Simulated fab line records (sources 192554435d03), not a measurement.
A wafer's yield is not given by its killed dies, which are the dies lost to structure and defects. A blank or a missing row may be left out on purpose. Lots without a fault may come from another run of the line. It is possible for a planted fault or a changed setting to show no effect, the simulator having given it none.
A single fault, viewed from 3 desks ; flow n5Finfet ; every desk sees just its own numbers, and what lay behind them comes last

== FOR THE TOOL OWNER'S DESK: rieDiel-06 ==
The tool's own readings at N5_BEOL_M6_ETCH_62 (etches SOC in N2/H2, target depth 110 nm, overetch 22 nm, time 165 s): means of the sampled wafers that have a number, for each lot that ran on this tool. Marked OUT: a lot whose mean sits more than 4 standard deviations from the usual mean, which makes it out of limits; the brackets give that distance.
Columns: A = biasW at N5_BEOL_M6_ETCH_62, usual 150.0 W; B = drypumpMotorCurrentA at N5_BEOL_M6_ETCH_62, usual 5.8 A; C = oesProductAu at N5_BEOL_M6_ETCH_62, usual 0.71 a.u.; D = rfVppV at N5_BEOL_M6_ETCH_62, usual 524.7 V; E = showerheadPlenumPTorr at N5_BEOL_M6_ETCH_62, usual 2.58 Torr; F = tempC at N5_BEOL_M6_ETCH_62, usual 40.00 C; G = throttleValvePct at N5_BEOL_M6_ETCH_62, usual 17.82 %
lot;first seen here;A;B;C;D;E;F;G
L420;day 11 17:07;149.9;5.5;0.69;525.4;2.60;39.98;18.06
L425;day 13 01:27;150.3;5.3;0.76;526.0;2.62;39.89;17.93
L427;day 13 15:57;149.8;5.7;0.70;526.4;2.66;40.11;17.84
Result from this desk: across the 3 lots, nothing is out of limits.

== THE METROLOGY DESK ==
Means of the sampled wafers that have a number, per lot and without regard to the tool the lot ran on: this is what the gauges read. Marked OUT: a lot whose mean sits more than 4 standard deviations from the usual mean, which makes it out of limits; the brackets give that distance.
Columns: A = cdNm at N5_BEOL_M6_CD_MEAS_11, usual 38.5 nm; B = M6_OVL at N5_BEOL_M6_OVL_MEAS_12, usual 0.5 nm
lot;first seen here;A;B
L412;day 9 02:29;38.1;0.4
L420;day 11 16:56;38.9;0.9
L425;day 13 00:40;39.0;1.1
L427;day 13 15:43;38.5;0.1
L429;day 14 02:31;38.3;-0.2
L431;day 14 18:50;38.4;1.0
Result from this desk: across the 6 lots, nothing is out of limits.

== THE DEFECT DESK ==
What the inspections along the route counted, lot by lot: means of the sampled wafers that have a number. Marked OUT: a lot whose mean sits more than 4 standard deviations from the usual mean, which makes it out of limits; the brackets give that distance.
Columns: A = rawDefectCount at N5_BEOL_M6_INSPECT_13, usual 428
lot;first seen here;A
L412;day 9 02:32;339
L420;day 11 16:59;401
L425;day 13 00:44;434
L427;day 13 15:47;279
L429;day 14 02:34;410
L431;day 14 18:53;505
Result from this desk: across the 6 lots, nothing is out of limits.

== TAKEN TOGETHER ==
The desk of the tool owner found nothing out of limits.
At the metrology desk, nothing out of limits was observed.
No out-of-limits result turned up at the defect desk.

== WHAT THE SIMULATOR PUT IN ==
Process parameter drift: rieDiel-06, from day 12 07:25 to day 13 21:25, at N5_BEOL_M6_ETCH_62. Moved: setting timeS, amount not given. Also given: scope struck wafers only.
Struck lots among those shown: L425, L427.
